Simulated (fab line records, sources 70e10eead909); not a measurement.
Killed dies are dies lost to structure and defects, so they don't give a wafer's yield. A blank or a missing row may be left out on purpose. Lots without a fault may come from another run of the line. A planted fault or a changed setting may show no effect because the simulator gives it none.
Problem report in the 8D (eight disciplines) form, filled by code | flow nand_harc | the parts of the form that need people (team, actions taken, sign-off) are left out

1. THE PROBLEM
rf_fwd_power_W at NHARC_A_STAIRCASE_DEP_301 reads a mean of 490.4 W on 2 wafers of 1 lot; wafers without a fault read 348.9 W with a standard deviation of 1.2. That is +99 or more standard deviations from the usual mean.
The step: deposits SiON, target thk 30 nm.
First seen on wafer L364.1, day 24 06:46, on pecvd-02. The record holds 39 wafers of 13 lots with a number at this step. Rule for "out", or "out of limits": more than 4 standard deviations from the usual mean. The other wafers with a number count as sound.

2. WHAT IT IS AND WHAT IT IS NOT
question                    | is                               | is not
which readings at this step | rf_fwd_power_W, showerhead_vpp_V | heater_power_w, susceptor_temp_C
which lots                  | L364                             | L346, L347, L348, L349, L350, L351, L352, L354, L356, L357, L358, L359
which wafers of those lots  | L364.1, L364.6                   | L364.4
read on which tools         | pecvd-02                         | pecvd-01, pecvd-03
when                        | from day 24 06:46                | up to then (37 sound wafers)

3. SUSPECTS, AND WHAT RULES EACH OUT
Counting: a tool at a process step up to the reading stays a suspect if it ran every lot that is out. Sound lots after the first of them don't rule it out here, since some wafers of a struck lot are sound.
- rie_diel-09 at NHARC_A_STAIRCASE_ETCH_271 (etches the open film in CF4/CHF3): kept. It ran the lot that is out, L364 (day 23 20:47); its last sound lot up to then is L357 (day 21 14:38).
- rie_diel-09 at NHARC_A_STAIRCASE_HM_OPEN_457 (chemistry O2/COS): kept. It ran the lot that is out, L364 (day 24 06:46); its last sound lot up to then is L357 (day 22 01:10). NHARC_A_STAIRCASE_HM_OPEN_457 gives no start for some lots, so the hours and the order of its lots are those of NHARC_A_STAIRCASE_DEP_301.
- rie_diel-09 at NHARC_A_STAIRCASE_ETCH_452 (etches the open film in CF4/O2, target depth 30 nm, overetch 3 nm, time 16.5 s): kept. It ran the lot that is out, L364 (day 24 06:46); its last sound lot up to then is L356 (day 21 11:25). NHARC_A_STAIRCASE_ETCH_452 gives no start for some lots, so the hours and the order of its lots are those of NHARC_A_STAIRCASE_DEP_301.
- pecvd-02 at NHARC_A_STAIRCASE_DEP_301 (deposits SiON, target thk 30 nm): kept. It ran the lot that is out, L364 (day 24 06:46); its last sound lot up to then is L357 (day 22 01:10). Its own readings are out on those wafers: rf_fwd_power_W, showerhead_vpp_V.
- Within rie_diel-09 at NHARC_A_STAIRCASE_ETCH_271: the wafers that are out ran in chambers 0, 3; their sound lot-mates ran in chamber 1.
- Within rie_diel-09 at NHARC_A_STAIRCASE_HM_OPEN_457: the wafers that are out ran in chambers 0, 3; their sound lot-mates ran in chamber 1.
- Within rie_diel-09 at NHARC_A_STAIRCASE_ETCH_452: the wafers that are out ran in chambers 1, 2; their sound lot-mates ran in chamber 3.
- Within pecvd-02 at NHARC_A_STAIRCASE_DEP_301: the wafers that are out ran in chamber 2; their sound lot-mates ran in chamber 0.
Left after counting: rie_diel-09 at NHARC_A_STAIRCASE_ETCH_271, rie_diel-09 at NHARC_A_STAIRCASE_HM_OPEN_457, rie_diel-09 at NHARC_A_STAIRCASE_ETCH_452, pecvd-02 at NHARC_A_STAIRCASE_DEP_301.

4. THE CAUSE (what the simulator had put in)
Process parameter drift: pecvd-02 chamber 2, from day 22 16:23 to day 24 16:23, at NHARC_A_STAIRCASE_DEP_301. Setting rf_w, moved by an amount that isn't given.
Counting left 4 suspects, and this tool is among them.

5. THE CHAIN OF EFFECTS, in route order
Each row: a reading whose mean over the struck wafers that have a number lies more than 3 standard deviations from the usual. Only readings for which the record gives a usual standard deviation are gone through. hours: the time from each lot's start at the first step in this table that gives one to its start at this step, as a median over the lots. sigmas: the change in usual standard deviations.
hours | step                      | reading          | usual   | on struck wafers | change | sigmas
0     | NHARC_A_STAIRCASE_DEP_301 | rf_fwd_power_W   | 348.9 W | 490.4            | +141.5 | +99 or more
0     | NHARC_A_STAIRCASE_DEP_301 | showerhead_vpp_V | 1129 V  | 1334             | +206   | +7.3
The process steps in it:
- NHARC_A_STAIRCASE_DEP_301: deposits SiON, target thk 30 nm.

6. WHAT WOULD HAVE CAUGHT IT SOONER
In this record the first reading out of limits was taken at day 24 06:46, 38 hours after the fault began at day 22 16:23.
